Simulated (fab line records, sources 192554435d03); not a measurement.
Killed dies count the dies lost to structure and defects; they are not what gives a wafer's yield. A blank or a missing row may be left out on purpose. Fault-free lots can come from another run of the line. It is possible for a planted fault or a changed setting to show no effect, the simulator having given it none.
Struck lot and sound lot, side by side -- flow n5-finfet -- 43 steps out of a route of 1938
Sound: wafers L370.2, L370.4, L370.5. The struck wafers were L386.1, L386.2, L386.6. The cause is given at the end.
At each step with rows: each side's tool, then ch and its chambers, then its first start. Under that, the readings that differ: sound wafers -- struck wafers -- difference of the means -- sigmas: that difference in standard deviations of wafers without a fault.
alike: readings with means less than 2 such deviations apart, plus words and numbers identical on both sides. not compared: withheld readings, readings lacking a value on some wafer, bounds such as >300 that could conceal the same value, and numbers that have no deviation in the record and whose values overlap.
The two part at a step that has a row with sigmas, a row that says differs or no value, or rows on one side only. Numbers that don't overlap but have no deviation are shown without sigmas and don't part them. A reading missing from all wafers of one side parts the sides only when that side holds two or more wafers.

first, 1 step without rows for these wafers: N5_HKMG_FIN_STRIP_56 (strips in N2/H2).
N5_HKMG_FIN_STRIP_57: strips in CF4.
  sound on rie-diel-03 ch 0,1,3, day 4 02:53; struck on rie-diel-03 ch 0,2, day 8 02:21
  alike: drypump-motor-current-A, oes-product-au, rf-vpp-V, showerhead-plenum-p-Torr, throttle-valve-pct
  not compared: rf-hours-counter-h
then, 6 steps without rows for these wafers: N5_HKMG_FIN_ETCH_58 (etches SOC in N2/H2, target depth 215.8 nm, time 741 s); N5_HKMG_FIN_STRIP_93 (strips SOC in N2/H2, time 20 s); N5_HKMG_FIN_WET_ETCH_76 (etches Al2O3 in dNH4OH, stops on La2O3, target depth 2.25 nm, rinse time 30 s); N5_HKMG_FIN_STRIP_60 (strips in N2/H2, time 360 s); N5_HKMG_FIN_WET_ETCH_77 (etches La2O3 in dHCl, stops on HfO2, target depth 2 nm); N5_HKMG_FIN_WET_ETCH_78 (etches Al2O3 in dNH4OH, stops on La2O3, target depth 4.5 nm, rinse time 30 s).
N5_HKMG_FIN_ALD_79: deposits TiN, target thk 1.5 nm, pulse time 1 s, purge time 3 s.
  sound on ald-metal-03 ch 1,3, day 4 03:59; struck on ald-metal-01 ch 1,3, day 8 03:26
  alike: heater-power-w, precursor-pulse-height-rel
N5_HKMG_FIN_CVD_62: deposits a-Si from Si2H6, target thk 3 nm, time 20.8 s.
  sound on thermal-cvd-si-02 ch 1,2, day 4 04:20; struck on thermal-cvd-si-02 ch 0,1,2, day 8 03:47
  alike: heater-power-w
then, 2 steps without rows for these wafers: N5_HKMG_FIN_RTA_80 (time 2 s); N5_HKMG_FIN_PRECLEAN_64 (cleans in dHF, time 30 s).
N5_HKMG_FIN_WET_ETCH_65: etches a-Si in TMAH, stops on TiN, time 49 s, target depth 3 nm.
  sound on wet-bench-02 ch 5,6,7, day 4 04:45; struck on wet-bench-02 ch 3,5,6, day 8 04:09
  no value came back on the struck wafers for bath-guard-temp-C (C), bath-heat-duty-pct (%), temp-c (C); on the sound wafers bath-guard-temp-C (C) reads 69.8 69.7 69.7
reading,sound,struck,difference,sigmas
model.a-Si_of_HKMG_FIN_CVD_62.thk-nm (nm),0 0 0,3 3.2 3.2,+3,
model.TiN_of_HKMG_FIN_ALD_79.thk-nm (nm),1.2 1.2 1.2,1.6 1.6 1.6,+0.4,
then, 3 steps without rows for these wafers: N5_HKMG_FIN_WET_ETCH_81 (etches TiN in SC1, stops on HfO2, time 57 s, target depth 6 nm); N5_HKMG_FIN_WET_ETCH_82 (etches La2O3 in dHCl, stops on HfO2, target depth 2 nm, rinse time 30 s); N5_HKMG_FIN_ALD_36 (deposits TiN, target thk 1 nm, pulse time 1 s, purge time 3 s).
N5_HKMG_FIN_THK_MEAS_70: measures by xrf.
  sound on film-metro-02 at day 4 05:08; struck on film-metro-01 at day 8 04:44
  alike: HK_THK
then, 9 steps without rows for these wafers: N5_HKMG_FIN_PWFM_ALD_03 (deposits TiN, target thk 2 nm, pulse time 1 s, purge time 3 s); N5_HKMG_FIN_COAT_29 (time 60 s, resist thk 300 nm); N5_HKMG_FIN_COAT_30 (time 60 s, resist thk 35 nm); N5_HKMG_FIN_COAT_06 (resist thk 90 nm); N5_HKMG_FIN_EBR_08; N5_HKMG_FIN_SOFTBAKE_07 (time 60 s); N5_HKMG_FIN_EXPOSE_09 (exposes mask NWFM); N5_HKMG_FIN_PEB_10 (peb time 60 s); N5_HKMG_FIN_DEVELOP_11 (develop time 30 s).
N5_HKMG_FIN_CD_MEAS_12: the cd target is 92.8 nm.
  sound on cd-sem-01 ch 0, day 4 06:01; struck on cd-sem-01 ch 0, day 8 05:36
  alike: cd-nm
N5_HKMG_FIN_OVL_MEAS_13:
  sound on overlay-01 ch 0, day 4 06:03; struck on overlay-02 ch 0, day 8 05:38
  alike: NWFM_OVL
N5_HKMG_FIN_INSPECT_14: inspects for defects (macro).
  sound on defect-inspect-02 at day 4 06:04; struck on defect-inspect-01 at day 8 05:40
reading,sound,struck,difference,sigmas
raw-defect-count,4 4 5,0 2 1,-3,-3
then, 1 step without rows for these wafers: N5_HKMG_FIN_DESCUM_17 (chemistry O2, time 7.9 s).
N5_HKMG_FIN_ETCH_31: etches SiARC in CF4, target depth 45.5 nm, time 75.8 s.
  sound on rie-diel-01 ch 0,1,2, day 4 06:08; struck on rie-diel-03 ch 0,2,3, day 8 05:44
  alike: bias-w, cf4-flow-sccm, drypump-motor-current-A, etch-rf-on-time-s, oes-product-au, rf-vpp-V, showerhead-plenum-p-Torr, throttle-valve-pct
  not compared: rf-hours-counter-h
then, 9 steps without rows for these wafers: N5_HKMG_FIN_ETCH_32 (etches SOC in N2/H2, target depth 240 nm, time 300 s); N5_HKMG_FIN_STRIP_33 (strips in N2/H2); N5_HKMG_FIN_STRIP_34 (strips in CF4); N5_HKMG_FIN_ETCH_35 (etches SOC in N2/H2, target depth 215.8 nm, time 243.4 s); N5_HKMG_FIN_STRIP_92 (strips SOC in N2/H2, time 20 s); N5_HKMG_FIN_WET_ETCH_18 (etches TiN in SC1, time 55 s, target depth 5.2 nm, rinse time 30 s); N5_HKMG_FIN_STRIP_19 (strips in N2/H2, time 360 s); N5_HKMG_FIN_ALD_91 (deposits TiN, target thk 1 nm, pulse time 1 s, purge time 3 s); N5_HKMG_FIN_COAT_85 (time 60 s, resist thk 300 nm).
N5_HKMG_FIN_ETCH_86: etches SOC in N2/H2, stops on TiN, target depth 393.2 nm.
  sound on rie-diel-04 ch 0,2,3, day 4 07:31; struck on rie-diel-04 ch 0,2, day 8 07:01
  alike: bias-w, chamber-pressure-mTorr, drypump-motor-current-A, oes-product-au, rf-vpp-V, showerhead-plenum-p-Torr, throttle-valve-pct
  not compared: rf-hours-counter-h
then, 1 step without rows for these wafers: N5_HKMG_FIN_STRIP_89 (strips SOC in N2/H2, time 20 s).
-- a jump in the record: the struck wafers' starts before and after are 6 days apart (it breaks off in module HKMG_FIN and resumes in module BEOL_M4, where the first step shown is number 1111 of the route) --
N5_BEOL_M4_RC_MEAS_101:
  sound on prober-01 ch 0, day 9 18:02; struck on prober-01 ch 0, day 14 01:17
reading,sound,struck,difference,sigmas
EOT_P,10.53 10.61 10.45,10.82 10.90 10.87,+0.33,+4
IGATE_P (nA/um),0.0037 0.0029 0.0031,0.0007 0.0006 0.0006,-0.0026,-5
IOFF_N (nA/um),0.139 0.167 0.132,0.000 0.000 0.000,-0.146,-6
IOFF_N_85C (nA/um),2.7 3.2 2.6,0.0 0.0 0.0,-2.8,-6
IOFF_N_LIN (nA/um),0.065 0.078 0.063,0.000 0.000 0.000,-0.069,-7
IOFF_N_LONG (nA/um),5.29e-05 5.36e-05 5.36e-05,4.03e-05 3.91e-05 3.83e-05,-1.41e-05,-7
IOFF_P (nA/um),0.193 0.215 0.178,4.050 4.091 5.300,+4.285,+99 or more
IOFF_P_85C (nA/um),3.4 3.7 3.2,43.3 43.9 53.9,+43.6,+99 or more
IOFF_P_LIN (nA/um),0.090 0.098 0.085,1.948 1.995 2.365,+2.012,+99 or more
IOFF_P_LONG (nA/um),9.6e-05 9.6e-05 9.5e-05,0.00113 0.001171 0.001133,+0.00105,+99 or more
ION_N (uA/um),659 672 655,140 143 140,-521,-47
ION_P (uA/um),454 456 449,556 568 564,+110,+15
VT_N (mV),255 248 253,509 510 506,+256,+85
VT_N_LONG (mV),277.7 277.9 278.0,516.5 519.6 521.9,+241.5,+99 or more
VT_N_LVT (mV),99 95 100,361 359 360,+262,+85
VT_P (mV),-252 -252 -255,-165 -165 -161,+89,+28
VT_P_LONG (mV),-278.1 -277.9 -278.8,-200.8 -198.8 -201.8,+77.8,+30
VT_P_LVT (mV),-99.6 -97.2 -99.9,-14.3 -13.7 -10.9,+85.9,+37
  alike: DIBL_N, DIBL_P, SS_N, SS_P

WHERE THEY PART
At N5_HKMG_FIN_WET_ETCH_65 first; at N5_BEOL_M4_RC_MEAS_101 last (within this record only).

WHY: what had been put in by the simulator
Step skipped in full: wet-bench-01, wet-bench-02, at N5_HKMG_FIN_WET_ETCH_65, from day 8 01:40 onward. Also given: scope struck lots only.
